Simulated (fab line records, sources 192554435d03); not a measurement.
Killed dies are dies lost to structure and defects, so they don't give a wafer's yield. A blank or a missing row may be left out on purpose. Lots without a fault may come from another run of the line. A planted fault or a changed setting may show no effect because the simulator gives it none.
fab line records | flow n5_finfet
record lots=24 wafers=72 last_day=18
route steps=1938 shown BEOL_M4@1084 BEOL_M5@1151
lots that met no fault: from a run of the same line without faults
start_h: hours from the record's first day to the start of the lot's first wafer shown | wait_h: hours since the lot's step before | " the same as in the row above | L1.1+2: a row that stands for several wafers | - no value, or no start given | * or withheld: withheld | < > ~ a bound
route shown NAME@n: a module of which the file shows steps, and the number in the route of the first | usual: mean/standard deviation of fault-free wafers | same: alike in all rows | chamber/n: place in a boat | sites: the reading at each site | _std_site: their standard deviation | _edge_site: outer sites' mean less inner sites' | radius_mm: how far each site lies from the wafer's centre | mask NAME#n: copy n | behind: the tool/chamber that last shaped the wafer | hold: why the lot was held/for how many hours/how that ended | device: the transistor (n, p or np) that didn't switch | end of line: the same wafers' tests at the end of the route | a step without rows: its recipe alone | killed: dies lost to structure and defects at the first sort, not the wafer's yield | map: a wafer's dies, x killed, . not, _ none there
set.NAME: the setting as run; set.NAME@STEP: as run at that earlier step | model.NAME: the simulator's own value behind a step, which no gauge read
steps of the route over a sample of lots; a table a step, a row a wafer
services: from which hour (start_h, from the record's first day; less than 0 if before it) a tool's chamber was out of use, for how many hours, and why
## steps
# step N5_BEOL_M4_SPUTTER_48
# recipe material=Cu target_thk_a=45 temp_c=-20 chamber_pressure_pa=0.07 power_w=withheld time_s=8.29
# usual susceptor_temp_C=-20.01/0.11 throttle_valve_pct=29.8/0.92
# same time_s=8.29
# columns lot.wafer tool chamber start_h wait_h susceptor_temp_C throttle_valve_pct
L074.2 pvd_sputter-01 - 162.38 0.1 -19.83 30.2
L074.3 " - " " -19.98 29.4
L074.6 " - " " -20.05 30.2
L076.1 pvd_sputter-01 - 166.44 0.3 -19.89 30.4
L076.4 " - " " -20.11 31.4
L076.6 " - " " -19.89 29.7
L075.2 pvd_sputter-03 - 170.44 1.0 -20.20 28.7
L075.5 " - " " -19.69 29.5
L075.6 " - " " -20.10 28.5
L077.2 pvd_sputter-02 - 176.25 0.2 -19.95 29.1
L077.5 " - " " -20.16 28.5
L077.6 " - " " -20.17 29.1
L078.1 pvd_sputter-01 - 178.57 0.2 -20.20 30.0
L078.3 " - " " -20.16 29.5
L078.5 " - " " -19.81 31.3
L079.1 pvd_sputter-03 - 187.56 0.1 -19.87 30.8
L079.2 " - " " -20.09 28.3
L079.4 " - " " -20.04 31.9
L080.1 pvd_sputter-02 - 200.45 0.2 -20.13 28.9
L080.3 " - " " -20.08 29.3
L080.4 " - " " -20.03 29.2
L082.2 pvd_sputter-01 - 205.00 0.2 -20.15 29.5
L082.4 " - " " -20.09 30.4
L082.6 " - " " -19.93 30.2
L081.1 pvd_sputter-02 - 205.88 0.1 -19.98 29.4
L081.3 " - " " -20.01 29.5
L081.5 " - " " -20.02 29.4
L083.1 pvd_sputter-02 - 212.96 0.4 -19.97 28.6
L083.5 " - " " -19.94 28.4
L083.6 " - " " -19.84 29.2
L084.3 pvd_sputter-01 - 224.00 0.1 -19.98 30.2
L084.4 " - " " -20.02 29.7
L084.5 " - " " -20.06 31.4
L085.1 pvd_sputter-01 - 233.24 0.7 -20.07 31.7
L085.4 " - " " -19.87 30.1
L085.5 " - " " -19.91 31.4
L086.1 pvd_sputter-02 - 235.91 0.1 -19.95 28.5
L086.2 " - " " -20.11 29.1
L086.5 " - " " -20.13 29.3
L087.3 pvd_sputter-01 - 240.04 0.1 -20.04 31.4
L087.4 " - " " -20.10 29.6
L087.6 " - " " -19.95 31.2
L088.2 pvd_sputter-03 - 241.96 0.2 -19.96 29.6
L088.3 " - " " -19.97 31.6
L088.5 " - " " -19.84 31.5
L089.1 pvd_sputter-01 - 251.17 1.5 -20.07 30.3
L089.2 " - " " -19.98 31.4
L089.4 " - " " -20.05 29.4
L090.3 pvd_sputter-03 - 259.95 0.3 -19.96 30.3
L090.4 " - " " -19.94 28.9
L090.6 " - " " -20.03 28.6
L091.1 pvd_sputter-02 - 271.04 0.3 -20.15 29.4
L091.3 " - " " -19.86 28.8
L091.4 " - " " -19.83 29.6
L092.2 pvd_sputter-03 - 272.83 1.9 -19.85 30.1
L092.4 " - " " -20.10 28.6
L092.6 " - " " -20.11 31.6
L093.2 pvd_sputter-02 - 286.61 0.2 -20.09 29.6
L093.5 " - " " -20.12 28.7
L093.6 " - " " -19.93 29.5
L095.1 pvd_sputter-02 - 293.69 0.1 -20.03 28.6
L095.3 " - " " -20.05 29.0
L095.4 " - " " -19.72 29.3
L096.2 pvd_sputter-02 - 295.65 0.1 -20.08 29.2
L096.3 " - " " -19.91 29.5
L096.4 " - " " -20.07 28.6
L094.1 pvd_sputter-02 - 297.73 0.1 -20.31 29.0
L094.4 " - " " -19.90 28.7
L094.6 " - " " -19.93 29.6
L097.1 pvd_sputter-03 - 309.69 0.1 -20.05 29.7
L097.2 " - " " -20.02 30.7
L097.6 " - " " -19.96 31.6
# step N5_BEOL_M4_ANNEAL_89
# recipe temp_c=400 time_s=240 ambient=vacuum
# usual heater_power_w=834/67 susceptor_temp_C=400.00/0.23
# same time_s=240
# columns lot.wafer tool chamber start_h wait_h heater_power_w susceptor_temp_C
L074.2 pvd_sputter-01 - 163.34 0.0 884 400.05
L074.3 " - " " 753 399.67
L074.6 " - " " 899 399.99
L076.1 pvd_sputter-01 - 167.40 0.0 887 399.62
L076.4 " - " " 765 400.11
L076.6 " - " " 732 399.98
L075.2 pvd_sputter-03 - 171.40 0.0 801 399.98
L075.5 " - " " 865 399.98
L075.6 " - " " 809 400.17
L077.2 pvd_sputter-02 - 177.21 0.0 839 400.07
L077.5 " - " " 814 399.85
L077.6 " - " " 774 400.43
L078.1 pvd_sputter-01 - 179.53 0.0 872 399.91
L078.3 " - " " 752 399.67
L078.5 " - " " 782 399.97
L079.1 pvd_sputter-03 - 188.52 0.0 778 400.29
L079.2 " - " " 812 400.03
L079.4 " - " " 779 400.09
L080.1 pvd_sputter-02 - 201.41 0.0 826 400.18
L080.3 " - " " 786 399.78
L080.4 " - " " 921 399.83
L082.2 pvd_sputter-01 - 205.96 0.0 724 400.20
L082.4 " - " " 892 400.23
L082.6 " - " " 960 399.73
L081.1 pvd_sputter-02 - 206.84 0.0 789 399.89
L081.3 " - " " 839 400.08
L081.5 " - " " 946 399.98
L083.1 pvd_sputter-02 - 213.92 0.0 816 400.04
L083.5 " - " " 835 399.65
L083.6 " - " " 941 400.13
L084.3 pvd_sputter-01 - 224.96 0.0 871 399.90
L084.4 " - " " 726 400.10
L084.5 " - " " 776 399.99
L085.1 pvd_sputter-01 - 234.20 0.0 770 400.07
L085.4 " - " " 957 400.25
L085.5 " - " " 782 400.16
L086.1 pvd_sputter-02 - 236.87 0.0 839 399.87
L086.2 " - " " 775 400.03
L086.5 " - " " 775 400.66
L087.3 pvd_sputter-01 - 241.00 0.0 789 400.32
L087.4 " - " " 728 400.04
L087.6 " - " " 771 400.42
L088.2 pvd_sputter-03 - 242.92 0.0 861 400.26
L088.3 " - " " 799 400.03
L088.5 " - " " 800 399.85
L089.1 pvd_sputter-01 - 252.13 0.0 877 400.17
L089.2 " - " " 785 399.83
L089.4 " - " " 742 400.11
L090.3 pvd_sputter-03 - 260.91 0.0 785 399.79
L090.4 " - " " 797 399.67
L090.6 " - " " 847 399.56
L091.1 pvd_sputter-02 - 272.12 0.0 839 399.89
L091.3 " - " " 825 400.28
L091.4 " - " " 948 399.41
L092.2 pvd_sputter-03 - 273.79 0.0 768 400.14
L092.4 " - " " 814 400.11
L092.6 " - " " 770 399.88
L093.2 pvd_sputter-02 - 287.57 0.0 899 400.01
L093.5 " - " " 829 400.11
L093.6 " - " " 759 400.07
L095.1 pvd_sputter-02 - 294.65 0.0 815 399.77
L095.3 " - " " 788 399.80
L095.4 " - " " 961 400.13
L096.2 pvd_sputter-02 - 296.61 0.0 842 400.35
L096.3 " - " " 937 400.22
L096.4 " - " " 822 400.20
L094.1 pvd_sputter-02 - 298.69 0.0 827 400.02
L094.4 " - " " 823 400.07
L094.6 " - " " 935 399.46
L097.1 pvd_sputter-03 - 310.65 0.0 892 399.98
L097.2 " - " " 775 400.09
L097.6 " - " " 795 400.29
# step N5_BEOL_M5_DESCUM_33
# recipe chemistry=O2 time_s=7 source_power_w=50 bias_power_w=20 pressure_mtorr=20 rf_frequency_hz=2.712e+07 temp_c=40 resist=CAR-EUV o2_flow_sccm=225
# usual drypump_motor_current_A=5.8/0.52 oes_product_au=0.82/0.099 rf_vpp_V=243.6/1.3 showerhead_plenum_p_Torr=2.12/0.075 throttle_valve_pct=20.36/0.19
# same time_s=7
# columns lot.wafer tool chamber start_h wait_h drypump_motor_current_A oes_product_au rf_hours_counter_h rf_vpp_V showerhead_plenum_p_Torr throttle_valve_pct
L074.2 rie_diel-05 1 171.98 0.3 5.6 0.78 135 242.3 2.02 20.33
L074.3 " 2 " " 6.4 0.91 31 243.3 2.06 20.41
L074.6 " 3 " " 6.4 0.79 - 242.6 2.02 20.32
L076.1 rie_diel-05 2 173.79 0.1 6.5 0.91 32 242.2 2.06 20.41
L076.4 " 1 " " 5.6 0.78 136 241.1 2.02 20.34
L076.6 " 3 " " 6.3 0.79 - 242.7 2.02 20.33
L075.2 rie_diel-05 0 179.70 0.0 5.4 0.72 208 243.7 2.15 20.34
L075.5 " 0 " " 5.4 0.71 - 241.9 2.15 20.31
L075.6 " 1 " " 5.6 0.77 - 241.4 2.02 20.34
L077.2 rie_diel-04 0 182.84 0.0 5.4 0.66 249 244.3 2.14 20.87
L077.5 " 3 " " 5.5 0.94 - 246.2 2.26 20.15
L077.6 " 2 " " 5.7 0.70 - 243.1 2.16 20.46
L078.1 rie_diel-02 2 185.04 0.0 6.7 0.83 73 243.6 2.11 20.66
L078.3 " 0 " " 5.1 0.68 256 242.0 1.96 20.48
L078.5 " 2 " " 6.7 0.83 - 244.0 2.11 20.67
L079.1 rie_diel-02 1 194.65 0.0 6.2 0.96 2 243.8 2.05 20.25
L079.2 " 2 " " 6.7 0.84 76 243.6 2.11 20.66
L079.4 " 3 " " 6.4 0.77 - 244.7 2.08 20.45
L080.1 rie_diel-04 3 207.65 0.0 5.4 0.92 20 244.1 2.25 20.19
L080.3 " 2 " " 5.7 0.68 248 244.5 2.15 20.47
L080.4 " 2 " " 5.7 0.68 - 242.9 2.15 20.47
L082.2 rie_diel-04 1 213.76 0.0 5.3 0.67 255 243.1 2.13 20.26
L082.4 " 2 " " 5.7 0.68 - 243.1 2.15 20.47
L082.6 " 3 " " 5.5 0.92 - 246.5 2.25 20.17
L081.1 rie_diel-04 1 214.35 0.4 5.3 0.67 255 244.4 2.13 20.24
L081.3 " 2 " " 5.7 0.69 250 244.3 2.15 20.48
L081.5 " 2 " " 5.7 0.68 - 243.0 2.15 20.50
L083.1 rie_diel-04 0 222.59 0.0 5.4 0.99 1 243.8 2.13 20.53
L083.5 " 3 " " 5.4 0.91 - 244.9 2.25 20.19
L083.6 " 0 " " 5.4 0.98 - 244.0 2.13 20.53
L084.3 rie_diel-02 2 234.61 0.0 6.7 0.82 90 242.6 2.10 20.68
L084.4 " 0 " " 5.0 1.00 8 245.3 2.22 20.06
L084.5 " 1 " " 6.2 0.90 - 241.1 2.04 20.25
L085.1 rie_diel-04 0 241.79 0.0 5.4 0.94 8 243.6 2.13 20.54
L085.4 " 3 " " 5.5 0.89 - 244.3 2.25 20.20
L085.5 " 2 " " 5.7 0.68 - 243.6 2.15 20.49
L086.1 rie_diel-05 2 245.19 0.0 6.4 0.88 54 242.2 2.05 20.44
L086.2 " 3 " " 6.3 0.77 118 241.9 2.01 20.34
L086.5 " 3 " " 6.3 0.77 - 241.0 2.01 20.37
L087.3 rie_diel-02 2 247.40 0.0 6.8 0.80 94 244.3 2.10 20.69
L087.4 " 1 " " 6.2 0.89 19 242.6 2.04 20.27
L087.6 " 1 " " 6.2 0.90 - 241.7 2.04 20.26
L088.2 rie_diel-02 3 251.21 0.0 6.5 0.76 177 243.3 2.07 20.50
L088.3 " 1 " " 6.2 0.91 20 243.5 2.04 20.26
L088.5 " 3 " " 6.5 0.76 - 243.0 2.08 20.48
L089.1 rie_diel-02 1 259.82 0.0 6.2 0.91 22 241.7 2.04 20.27
L089.2 " 3 " " 6.5 0.77 179 243.0 2.07 20.49
L089.4 " 2 " " 6.7 0.82 97 244.3 2.10 20.69
L090.3 rie_diel-04 0 268.81 0.0 5.4 0.92 16 243.7 2.13 20.55
L090.4 " 1 " " 5.3 0.94 - 244.6 2.13 19.91
L090.6 " 3 " " 5.5 0.87 - 245.6 2.24 20.21
L091.1 rie_diel-05 2 278.94 0.0 6.4 0.85 64 241.4 2.05 20.48
L091.3 " 3 " " 6.4 0.76 128 242.9 2.01 20.36
L091.4 " 0 " " 5.5 0.69 238 244.3 2.14 20.38
L092.2 rie_diel-04 0 280.76 0.0 5.4 0.90 20 245.3 2.13 20.56
L092.4 " 3 " " 5.5 0.87 - 243.4 2.24 20.21
L092.6 " 0 " " 5.4 0.91 - 243.6 2.13 20.54
L093.2 rie_diel-05 0 293.32 0.0 5.4 0.69 241 244.3 2.14 20.39
L093.5 " 2 " " 6.4 0.83 - 242.6 2.05 20.48
L093.6 " 3 " " 6.3 0.76 - 241.2 2.01 20.37
L095.1 rie_diel-02 1 302.21 0.0 6.2 0.86 35 243.3 2.03 20.27
L095.3 " 0 " " 5.0 0.93 28 244.8 2.21 20.10
L095.4 " 3 " " 6.5 0.74 192 244.3 2.07 20.52
L096.2 rie_diel-04 1 302.28 0.0 5.3 0.92 17 242.6 2.13 19.93
L096.3 " 0 " " 5.4 0.88 27 241.8 2.12 20.57
L096.4 " 3 " " 5.5 0.87 53 246.3 2.24 20.21
L094.1 rie_diel-05 3 307.26 0.0 6.3 0.76 136 243.1 2.01 20.38
L094.4 " 1 " " 5.6 0.74 173 243.0 2.01 20.37
L094.6 " 1 " " 5.6 0.74 - 240.4 2.01 20.39
L097.1 rie_diel-04 0 318.27 0.4 5.4 0.88 32 245.3 2.12 20.57
L097.2 " 3 " " 5.5 0.86 57 246.4 2.24 20.24
L097.6 " 0 " " 5.4 0.88 - 242.7 2.12 20.57
# step N5_BEOL_M5_VIA_ETCH_34
# recipe chemistry=C4F6/O2 target=SiCOH_lowk target_depth_a=883 mask_material=SOC taper_deg=4 time_s=39.2 ion_energy_ev=250 pressure_mtorr=30 source_w=345 bias_w=185 Ar_flow_sccm=300 C4F6_flow_sccm=10 O2_flow_sccm=10
# usual drypump_motor_current_A=5.8/0.52 oes_product_au=0.81/0.097 rf_vpp_V=660/9.7 showerhead_plenum_p_Torr=2.88/0.092 throttle_valve_pct=20.82/0.23
# same time_s=39.2
# columns lot.wafer tool chamber start_h wait_h drypump_motor_current_A oes_product_au rf_hours_counter_h rf_vpp_V showerhead_plenum_p_Torr throttle_valve_pct
L074.2 rie_diel-05 1 172.16 0.0 5.6 0.78 135 646 2.75 20.75
L074.3 " 2 " " 6.4 0.91 31 647 2.80 20.83
L074.6 " 3 " " 6.4 0.80 - 669 2.74 20.67
L076.1 rie_diel-05 2 173.97 0.0 6.5 0.91 32 648 2.80 20.86
L076.4 " 1 " " 5.6 0.77 136 645 2.75 20.76
L076.6 " 3 " " 6.3 0.80 - 669 2.74 20.68
L075.2 rie_diel-05 0 179.88 0.0 5.5 0.71 208 661 2.93 20.78
L075.5 " 0 " " 5.5 0.70 - 661 2.93 20.78
L075.6 " 1 " " 5.6 0.77 - 646 2.75 20.76
L077.2 rie_diel-04 0 183.02 0.0 5.4 0.67 249 699 2.91 21.31
L077.5 " 3 " " 5.5 0.93 - 647 3.03 20.44
L077.6 " 2 " " 5.7 0.69 - 670 2.94 20.97
L078.1 rie_diel-02 2 185.22 0.0 6.8 0.81 73 654 2.88 21.16
L078.3 " 0 " " 5.0 0.69 256 653 2.66 20.87
L078.5 " 2 " " 6.7 0.81 - 654 2.88 21.17
L079.1 rie_diel-02 1 194.83 0.0 6.1 0.93 2 670 2.82 20.87
L079.2 " 2 " " 6.7 0.81 77 655 2.88 21.16
L079.4 " 3 " " 6.5 0.76 - 661 2.85 20.99
L080.1 rie_diel-04 3 207.83 0.0 5.5 0.91 21 645 3.02 20.45
L080.3 " 2 " " 5.7 0.68 248 668 2.94 20.97
L080.4 " 2 " " 5.7 0.68 - 667 2.94 20.98
L082.2 rie_diel-04 1 213.94 0.0 5.4 0.67 255 665 2.92 20.85
L082.4 " 2 " " 5.7 0.69 - 667 2.94 20.97
L082.6 " 3 " " 5.5 0.92 - 646 3.02 20.45
L081.1 rie_diel-04 1 214.53 0.0 5.3 0.67 255 664 2.92 20.86
L081.3 " 2 " " 5.7 0.69 250 668 2.94 20.98
L081.5 " 2 " " 5.7 0.69 - 668 2.94 21.00
L083.1 rie_diel-04 0 222.77 0.0 5.4 0.98 1 671 2.90 21.00
L083.5 " 3 " " 5.5 0.90 - 647 3.02 20.45
L083.6 " 0 " " 5.4 0.97 - 669 2.90 20.99
L084.3 rie_diel-02 2 234.79 0.0 6.8 0.80 90 654 2.87 21.19
L084.4 " 0 " " 5.1 1.00 8 665 3.00 20.45
L084.5 " 1 " " 6.2 0.89 - 668 2.82 20.93
L085.1 rie_diel-04 0 241.97 0.0 5.4 0.95 8 670 2.90 21.00
L085.4 " 3 " " 5.4 0.89 - 645 3.02 20.49
L085.5 " 2 " " 5.7 0.69 - 668 2.93 21.00
L086.1 rie_diel-05 2 245.37 0.0 6.5 0.87 54 648 2.79 20.89
L086.2 " 3 " " 6.3 0.77 118 668 2.73 20.72
L086.5 " 3 " " 6.3 0.77 - 668 2.73 20.72
L087.3 rie_diel-02 2 247.58 0.0 6.8 0.78 94 654 2.87 21.20
L087.4 " 1 " " 6.2 0.87 19 668 2.81 20.92
L087.6 " 1 " " 6.2 0.88 - 667 2.81 20.90
L088.2 rie_diel-02 3 251.39 0.0 6.5 0.75 177 659 2.84 21.02
L088.3 " 1 " " 6.2 0.88 20 669 2.81 20.92
L088.5 " 3 " " 6.5 0.74 - 662 2.84 21.01
L089.1 rie_diel-02 1 260.01 0.0 6.2 0.87 22 669 2.81 20.93
L089.2 " 3 " " 6.5 0.74 179 661 2.84 21.04
L089.4 " 2 " " 6.7 0.79 97 653 2.87 21.20
L090.3 rie_diel-04 0 268.99 0.0 5.4 0.92 16 671 2.90 21.01
L090.4 " 1 " " 5.3 0.94 - 666 2.92 20.53
L090.6 " 3 " " 5.5 0.86 - 645 3.01 20.47
L091.1 rie_diel-05 2 279.12 0.0 6.5 0.85 64 648 2.79 20.90
L091.3 " 3 " " 6.3 0.76 128 667 2.72 20.71
L091.4 " 0 " " 5.5 0.69 238 660 2.91 20.81
L092.2 rie_diel-04 0 280.94 0.0 5.4 0.90 20 669 2.90 21.01
L092.4 " 3 " " 5.5 0.86 - 645 3.01 20.47
L092.6 " 0 " " 5.4 0.89 - 668 2.90 21.02
L093.2 rie_diel-05 0 293.50 0.0 5.4 0.68 241 662 2.91 20.81
L093.5 " 2 " " 6.5 0.85 - 648 2.78 20.91
L093.6 " 3 " " 6.4 0.76 - 668 2.72 20.74
L095.1 rie_diel-02 1 302.39 0.0 6.2 0.85 35 669 2.81 20.95
L095.3 " 0 " " 5.0 0.94 28 665 2.99 20.49
L095.4 " 3 " " 6.5 0.73 192 661 2.83 21.05
L096.2 rie_diel-04 1 302.46 0.0 5.4 0.91 17 665 2.91 20.56
L096.3 " 0 " " 5.4 0.90 28 671 2.89 21.03
L096.4 " 3 " " 5.5 0.86 53 645 3.01 20.51
L094.1 rie_diel-05 3 307.44 0.0 6.3 0.76 136 668 2.72 20.72
L094.4 " 1 " " 5.6 0.73 173 644 2.73 20.81
L094.6 " 1 " " 5.6 0.73 - 644 2.73 20.81
L097.1 rie_diel-04 0 318.45 0.0 5.4 0.89 32 668 2.89 21.04
L097.2 " 3 " " 5.5 0.85 57 646 3.01 20.48
L097.6 " 0 " " 5.4 0.89 - 671 2.89 21.04
# step N5_BEOL_M5_ETCH_41
# recipe chemistry=CH3F/O2 target=SiCN target_depth_a=315 taper_deg=2 time_s=56.7 ion_energy_ev=120 mask_material=TiN pressure_mtorr=30 source_w=395 bias_w=75 Ar_flow_sccm=150 CH3F_flow_sccm=30 O2_flow_sccm=20
# usual drypump_motor_current_A=5.8/0.52 oes_product_au=0.81/0.097 rf_vpp_V=297.8/1.6 showerhead_plenum_p_Torr=2.02/0.068 throttle_valve_pct=16.24/0.22
# same time_s=56.7
# columns lot.wafer tool chamber start_h wait_h drypump_motor_current_A oes_product_au rf_hours_counter_h rf_vpp_V showerhead_plenum_p_Torr throttle_valve_pct
L074.2 rie_diel-05 1 - - 5.6 0.77 135 296.0 1.93 16.20
L074.3 " 2 " " 6.4 0.90 31 296.1 1.96 16.23
L074.6 " 3 " " 6.3 0.80 - 295.5 1.92 16.15
L076.1 rie_diel-05 2 - - 6.5 0.90 32 297.4 1.97 16.24
L076.4 " 1 " " 5.6 0.77 136 295.8 1.93 16.20
L076.6 " 3 " " 6.3 0.79 - 296.5 1.92 16.16
L075.2 rie_diel-05 0 - - 5.4 0.70 208 297.7 2.06 16.27
L075.5 " 0 " " 5.4 0.70 - 298.7 2.06 16.28
L075.6 " 1 " " 5.6 0.77 - 297.1 1.93 16.21
L077.2 rie_diel-04 0 - - 5.4 0.66 249 296.9 2.04 16.79
L077.5 " 3 " " 5.5 0.94 - 299.8 2.14 15.87
L077.6 " 2 " " 5.7 0.69 - 298.3 2.07 16.41
L078.1 rie_diel-02 2 - - 6.7 0.82 73 298.0 2.02 16.57
L078.3 " 0 " " 5.0 0.69 256 294.9 1.87 16.39
L078.5 " 2 " " 6.7 0.83 - 297.7 2.02 16.56
L079.1 rie_diel-02 1 - - 6.2 0.95 2 297.4 1.98 16.19
L079.2 " 2 " " 6.7 0.81 77 296.8 2.02 16.57
L079.4 " 3 " " 6.5 0.76 - 297.5 2.00 16.44
L080.1 rie_diel-04 3 - - 5.5 0.91 21 298.7 2.13 15.89
L080.3 " 2 " " 5.7 0.68 248 298.8 2.06 16.42
L080.4 " 2 " " 5.7 0.70 - 299.0 2.06 16.42
L082.2 rie_diel-04 1 - - 5.3 0.67 255 297.0 2.06 16.33
L082.4 " 2 " " 5.7 0.69 - 297.8 2.06 16.42
L082.6 " 3 " " 5.5 0.91 - 298.5 2.13 15.90
L081.1 rie_diel-04 1 - - 5.4 0.67 256 297.1 2.06 16.33
L081.3 " 2 " " 5.7 0.69 250 297.8 2.06 16.44
L081.5 " 2 " " 5.7 0.69 - 297.1 2.06 16.43
L083.1 rie_diel-04 0 - - 5.4 0.99 1 298.6 2.04 16.33
L083.5 " 3 " " 5.4 0.90 - 299.5 2.13 15.91
L083.6 " 0 " " 5.4 0.99 - 297.9 2.04 16.33
L084.3 rie_diel-02 2 - - 6.7 0.81 90 297.0 2.02 16.59
L084.4 " 0 " " 5.1 1.01 8 301.7 2.11 15.91
L084.5 " 1 " " 6.2 0.90 - 296.2 1.97 16.22
L085.1 rie_diel-04 0 - - 5.4 0.93 8 298.4 2.04 16.34
L085.4 " 3 " " 5.5 0.87 - 300.4 2.13 15.92
L085.5 " 2 " " 5.7 0.68 - 297.6 2.06 16.45
L086.1 rie_diel-05 2 - - 6.5 0.87 54 297.3 1.96 16.28
L086.2 " 3 " " 6.4 0.77 118 296.4 1.92 16.19
L086.5 " 3 " " 6.4 0.78 - 295.1 1.91 16.21
L087.3 rie_diel-02 2 - - 6.7 0.80 94 298.4 2.02 16.59
L087.4 " 1 " " 6.2 0.88 19 295.1 1.97 16.24
L087.6 " 1 " " 6.2 0.88 - 296.6 1.97 16.23
L088.2 rie_diel-02 3 - - 6.5 0.75 177 295.7 1.99 16.47
L088.3 " 1 " " 6.2 0.87 20 298.1 1.97 16.22
L088.5 " 3 " " 6.5 0.74 - 298.0 1.99 16.46
L089.1 rie_diel-02 1 - - 6.2 0.88 22 297.1 1.97 16.24
L089.2 " 3 " " 6.4 0.74 179 297.8 1.99 16.47
L089.4 " 2 " " 6.7 0.79 97 298.6 2.02 16.59
L090.3 rie_diel-04 0 - - 5.4 0.92 16 298.1 2.04 16.35
L090.4 " 1 " " 5.3 0.95 - 298.7 2.05 15.91
L090.6 " 3 " " 5.5 0.87 - 299.9 2.13 15.94
L091.1 rie_diel-05 2 - - 6.5 0.85 64 296.6 1.96 16.27
L091.3 " 3 " " 6.3 0.77 128 295.9 1.91 16.20
L091.4 " 0 " " 5.5 0.69 238 297.6 2.05 16.32
L092.2 rie_diel-04 0 - - 5.4 0.91 21 299.4 2.04 16.36
L092.4 " 3 " " 5.4 0.87 - 299.4 2.13 15.95
L092.6 " 0 " " 5.4 0.91 - 297.4 2.04 16.38
L093.2 rie_diel-05 0 - - 5.4 0.69 241 298.1 2.05 16.32
L093.5 " 2 " " 6.5 0.84 - 294.7 1.95 16.30
L093.6 " 3 " " 6.3 0.76 - 295.2 1.91 16.20
L095.1 rie_diel-02 1 - - 6.2 0.86 35 296.8 1.97 16.25
L095.3 " 0 " " 5.0 0.94 28 299.4 2.10 15.96
L095.4 " 3 " " 6.4 0.74 192 297.4 1.98 16.48
L096.2 rie_diel-04 1 - - 5.3 0.90 17 299.1 2.05 15.92
L096.3 " 0 " " 5.4 0.89 28 298.1 2.03 16.40
L096.4 " 3 " " 5.4 0.85 53 298.1 2.12 15.95
L094.1 rie_diel-05 3 - - 6.4 0.77 136 295.4 1.91 16.24
L094.4 " 1 " " 5.6 0.74 173 295.8 1.92 16.26
L094.6 " 1 " " 5.6 0.73 - 295.5 1.92 16.27
L097.1 rie_diel-04 0 - - 5.4 0.89 32 298.7 2.03 16.40
L097.2 " 3 " " 5.5 0.84 58 300.7 2.12 15.96
L097.6 " 0 " " 5.4 0.88 - 297.8 2.03 16.41
# step N5_BEOL_M5_OCD_MEAS_38
# usual trench_depth_nm=71.2/1.3
# columns lot.wafer tool chamber start_h wait_h trench_depth_nm
L074.2 ocd-01 - 172.40 - 72.1
L074.3 " - " " 70.9
L074.6 " - " " 69.7
L076.1 ocd-01 - 174.21 - 70.4
L076.4 " - " " 71.1
L076.6 " - " " 70.1
L075.2 ocd-02 - 180.12 - 72.1
L075.5 " - " " 72.1
L075.6 " - " " 71.6
L077.2 ocd-01 - 183.26 - 72.4
L077.5 " - " " 70.6
L077.6 " - " " 71.7
L078.1 ocd-01 - 185.46 - 69.3
L078.3 " - " " 71.2
L078.5 " - " " 69.7
L079.1 ocd-02 - 195.07 - 72.5
L079.2 " - " " 69.5
L079.4 " - " " 70.6
L080.1 ocd-01 - 208.06 - 68.9
L080.3 " - " " 70.7
L080.4 " - " " 71.2
L082.2 ocd-02 - 214.18 - 70.0
L082.4 " - " " 71.4
L082.6 " - " " 70.6
L081.1 ocd-02 - 214.77 - 70.1
L081.3 " - " " 71.7
L081.5 " - " " 72.4
L083.1 ocd-02 - 223.01 - 72.4
L083.5 " - " " 70.4
L083.6 " - " " 72.0
L084.3 ocd-01 - 235.03 - 69.9
L084.4 " - " " 75.0
L084.5 " - " " 71.5
L085.1 ocd-01 - 242.21 - 71.6
L085.4 " - " " 71.0
L085.5 " - " " 71.1
L086.1 ocd-02 - 245.61 - 70.9
L086.2 " - " " 70.2
L086.5 " - " " 70.2
L087.3 ocd-02 - 247.82 - 69.0
L087.4 " - " " 70.6
L087.6 " - " " 71.2
L088.2 ocd-01 - 251.63 - 70.6
L088.3 " - " " 70.8
L088.5 " - " " 70.0
L089.1 ocd-01 - 260.24 - 71.5
L089.2 " - " " 71.0
L089.4 " - " " 70.1
L090.3 ocd-01 - 269.24 - 73.1
L090.4 " - " " 72.7
L090.6 " - " " 71.2
L091.1 ocd-01 - 279.36 - 70.3
L091.3 " - " " 69.9
L091.4 " - " " 72.0
L092.2 ocd-01 - 281.18 - 71.7
L092.4 " - " " 71.5
L092.6 " - " " 72.6
L093.2 ocd-01 - 293.74 - 71.9
L093.5 " - " " 69.9
L093.6 " - " " 68.9
L095.1 ocd-02 - 302.64 - 69.8
L095.3 " - " " 74.0
L095.4 " - " " 68.7
L096.2 ocd-01 - 302.70 - 73.1
L096.3 " - " " 72.4
L096.4 " - " " 70.4
L094.1 ocd-01 - 307.68 - 70.3
L094.4 " - " " 70.9
L094.6 " - " " 70.4
L097.1 ocd-02 - 318.69 - 71.6
L097.2 " - " " 71.3
L097.6 " - " " 71.3
## services
# columns tool chamber start_h hours kind
rie_diel-04 1 142.41 4.1 repair
rie_diel-05 0 149.93 9.9 repair
rie_diel-02 1 158.69 - clean
rie_diel-02 1 158.69 - consumable_replace:focus_ring
rie_diel-02 1 158.69 32.3 scheduled_down
rie_diel-02 1 158.69 32.3 vent_cycle
rie_diel-04 0 184.42 - clean
rie_diel-04 0 184.42 - consumable_replace:esc
rie_diel-04 0 184.42 - consumable_replace:focus_ring
rie_diel-04 0 184.42 36.4 scheduled_down
rie_diel-04 0 184.42 36.4 vent_cycle
rie_diel-02 0 191.04 - clean
rie_diel-02 0 191.04 - consumable_replace:focus_ring
rie_diel-02 0 191.04 - consumable_replace:showerhead
rie_diel-02 0 191.04 13.5 scheduled_down
rie_diel-04 1 220.95 - clean
rie_diel-04 1 220.95 - consumable_replace:focus_ring
rie_diel-04 1 220.95 21.6 scheduled_down
rie_diel-04 1 220.95 21.6 vent_cycle
rie_diel-04 2 265.06 - clean
rie_diel-04 2 265.06 - consumable_replace:focus_ring
rie_diel-04 2 265.06 27.9 scheduled_down
rie_diel-04 2 265.06 27.9 vent_cycle
pvd_sputter-01 - 310.44 9.1 repair
## key
fault none
